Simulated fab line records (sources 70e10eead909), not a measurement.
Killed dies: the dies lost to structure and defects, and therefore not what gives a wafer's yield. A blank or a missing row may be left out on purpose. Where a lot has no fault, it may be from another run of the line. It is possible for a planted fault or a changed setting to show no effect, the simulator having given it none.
Problem report in the 8D (eight disciplines) form, filled by code | flow nand_harc | the parts of the form that need people (team, actions taken, sign-off) are left out

1. WHAT WENT WRONG
Wafers without a fault read 28 s with a standard deviation of 3.2, while time_to_endpoint_s at NHARC_P_M0_CMP_23 averages 9 s across 2 wafers of 1 lot. Relative to the usual mean, that is a shift of -5.9 standard deviations.
The step: polishes, t overpolish 20 s, target thk 117.54 nm.
Earliest sighting: wafer L843.3 on cmp-03 at day 10 17:42. Wafers with a number at this step in the record: 36, from 12 lots. Rule for "out", or "out of limits": more than 4 standard deviations from the usual mean. The rest of the wafers with a number are treated as sound.

2. WHAT IT IS, WHAT IT ISN'T
question                    | is                 | is not
which readings at this step | time_to_endpoint_s | motor_current_A
which lots                  | L843               | L832, L834, L837, L848, L849, L850, L851, L852, L853, L854, L855
which wafers of those lots  | L843.2, L843.3     | L843.6
read on which tools         | cmp-03             | cmp-01, cmp-02
when                        | from day 10 17:42  | up to then (10 sound wafers); but 24 sound wafers of L848, L849, L850, L851, L852, L853, L854, L855 came after

3. SUSPECTS, AND WHAT RULES EACH OUT
Counting: a tool at a process step up to the reading stays a suspect if it ran every lot that is out. Sound lots after the first of them don't rule it out here, since some wafers of a struck lot are sound.
- rie_diel-12 at NHARC_P_CONTACT_STRIP_28 (strips in O2): kept. It processed L843, the lot that is out, at day 10 12:27, and its most recent sound lot before then was L837 at day 7 22:08.
- ecd_cu-02 at NHARC_P_M0_ECD_22 (material Cu, target thk 400 nm): kept. It processed L843, the lot that is out, at day 10 17:02, and its most recent sound lot before then was L834 at day 6 20:25.
- cmp-03 at NHARC_P_M0_CMP_23 (polishes, t overpolish 20 s, target thk 117.54 nm): kept. It processed L843, the lot that is out, at day 10 17:42, and its most recent sound lot before then was L834 at day 6 21:08. On those wafers its own readings are out: time_to_endpoint_s.
- Within rie_diel-12 at NHARC_P_CONTACT_STRIP_28: the wafers that are out ran in chambers 2, 3; their sound lot-mates ran in chamber 0.
After the count, these remain: rie_diel-12 at NHARC_P_CONTACT_STRIP_28, ecd_cu-02 at NHARC_P_M0_ECD_22 and cmp-03 at NHARC_P_M0_CMP_23.

4. THE CAUSE (what the simulator had put in)
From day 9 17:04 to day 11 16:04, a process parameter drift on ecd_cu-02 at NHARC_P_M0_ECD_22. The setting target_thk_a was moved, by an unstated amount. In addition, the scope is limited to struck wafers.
Counting leaves 3 suspects; this tool is one of them.

5. SEQUENCE OF EFFECTS, ordered by route
Rows list readings where the struck wafers' mean (over those with a number) sits beyond 3 standard deviations from the usual. Readings are gone through only where the record gives a usual standard deviation; hours: the median, over the lots, of the time from a lot's start at the first step in this table giving one to that lot's start at this step; sigmas: the change measured in usual standard deviations.
hours | step              | reading            | usual | on struck wafers | change | sigmas
0     | NHARC_P_M0_CMP_23 | time_to_endpoint_s | 28 s  | 9                | -19    | -5.9
The process steps in it:
- NHARC_P_M0_CMP_23: polishes, t overpolish 20 s, target thk 117.54 nm.
At these later measuring or inspecting steps, every struck wafer for which the step has a row has a number for every such reading, and none has moved that far: NHARC_P_M0_INSPECT_27, NHARC_END_SORT_01.

6. HOW IT WOULD HAVE BEEN CAUGHT EARLIER
First out-of-limits reading in this record: day 10 17:42, which is 25 hours after fault onset at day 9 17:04.
Lots out: 1; all had begun NHARC_P_M0_ECD_22 on ecd_cu-02 by day 10 17:42. A hold on the tool at that time would have spared none of them.
